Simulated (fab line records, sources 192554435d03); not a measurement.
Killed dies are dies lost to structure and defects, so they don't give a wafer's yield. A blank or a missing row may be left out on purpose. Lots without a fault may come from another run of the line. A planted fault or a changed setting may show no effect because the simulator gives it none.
A struck lot beside a sound one | flow n5_finfet | 15 steps out of a route of 1938
Sound: wafers L786.1, L786.2, L786.3. Struck: wafers L794.1, L794.3, L794.4. The cause comes at the end.
At each step with rows: each side's tool, then ch and its chambers, then its first start. Under that, the readings that differ: sound wafers | struck wafers | difference of the means | sigmas: that difference in standard deviations of wafers without a fault.
alike: readings whose means differ by less than 2 such deviations, and words and numbers that are the same on both sides. not compared: withheld readings, readings that some wafer has no value for, bounds like >300 that may hide the same value, and numbers for which the record gives no deviation and whose values overlap.
The two part at a step that has a row with sigmas, a row that says differs or no value, or rows on one side only. Numbers that don't overlap but have no deviation are shown without sigmas and don't part them. A reading that every wafer of one side lacks parts them only if that side has two wafers or more.

N5_SD_EPI_P_ETCH_37: etches SOC in N2/H2, overetch 108 nm, time 486 s.
  sound on rie_diel-03 ch 0,1,3, day 3 17:01; struck on rie_diel-01 ch 1,2,3, day 5 11:04
  alike: drypump_motor_current_A, h2_flow_sccm, oes_product_au, rf_vpp_V, showerhead_plenum_p_Torr, throttle_valve_pct
  not compared: rf_hours_counter_h
then, 1 step without rows for these wafers: N5_SD_EPI_P_STRIP_38 (strips in N2/H2).
N5_SD_EPI_P_ETCHBACK_46: etches SiNx in CH3F/O2, stops on SiO2, target depth 17.5 nm.
  sound on rie_diel-03 ch 0,1,3, day 3 17:20; struck on rie_diel-01 ch 1,2,3, day 5 11:23
  alike: drypump_motor_current_A, oes_product_au, rf_vpp_V, showerhead_plenum_p_Torr, throttle_valve_pct
  not compared: rf_hours_counter_h
then, 1 step without rows for these wafers: N5_SD_EPI_P_ETCH_47 (etches SiOCN in CH3F/O2, target depth 25 nm).
N5_SD_EPI_P_ETCH_16: etches SiO2 in CHF3/O2, target depth 5 nm.
  sound on rie_diel-03 ch 0,1,3, day 3 17:32; struck on rie_diel-01 ch 1,2,3, day 5 11:35
  alike: drypump_motor_current_A, oes_product_au, rf_vpp_V, showerhead_plenum_p_Torr, throttle_valve_pct
  not compared: rf_hours_counter_h
then, 1 step without rows for these wafers: N5_SD_EPI_P_STRIP_50 (strips in CHF3/O2).
N5_SD_EPI_P_SD_RECESS_17: chemistry HBr/Cl2/O2, target depth 39.1 nm, bt time 3 s.
  sound on rie_si-01 ch 0,2,3, day 3 17:37; struck on rie_si-01 ch 0,1,3, day 5 11:40
  alike: drypump_motor_current_A, oes_product_au, throttle_valve_pct
  not compared: rf_hours_counter_h
then, 1 step without rows for these wafers: N5_SD_EPI_P_WET_ETCH_45 (etches SiO2 in dHF, time 10.7 s, target depth 2 nm, rinse time 30 s).
N5_SD_EPI_P_STRIP_40: strips in N2/H2.
  sound on plasma_asher-01 ch 0,1, day 3 17:45; struck on plasma_asher-01 ch 0,1, day 5 11:48
  alike: drypump_motor_current_A, h2_flow_sccm, heater_power_w, oes_product_au
  not compared: rf_hours_counter_h
then, 3 steps without rows for these wafers: N5_SD_EPI_P_PRECLEAN_52 (cleans in O3/DIW, time 60 s); N5_SD_EPI_P_SRD_20 (time 30 s); N5_SD_EPI_P_PRECLEAN_51 (cleans in NF3:NH3, afs cycles 1, time 20 s, sublimation time 60 s).
N5_SD_EPI_P_VAPOR_ETCH_44: etches SiGe30 in NF3/Ar, time 3.3 s.
  sound on epi_rpcvd-01 ch 0, day 3 18:05; struck on epi_rpcvd-03 ch 0, day 5 12:29
then, 1 step without rows for these wafers: N5_SD_EPI_P_EPI_21 (deposits SiGe:B, time 355 s).
N5_PASSIVATION_PROBE_49:
  the record has rows for the sound wafers here (prober-02, day 12 11:56) and none for the struck ones

WHERE THEY PART
Only at N5_PASSIVATION_PROBE_49, within this record.

WHY: what the simulator had put in
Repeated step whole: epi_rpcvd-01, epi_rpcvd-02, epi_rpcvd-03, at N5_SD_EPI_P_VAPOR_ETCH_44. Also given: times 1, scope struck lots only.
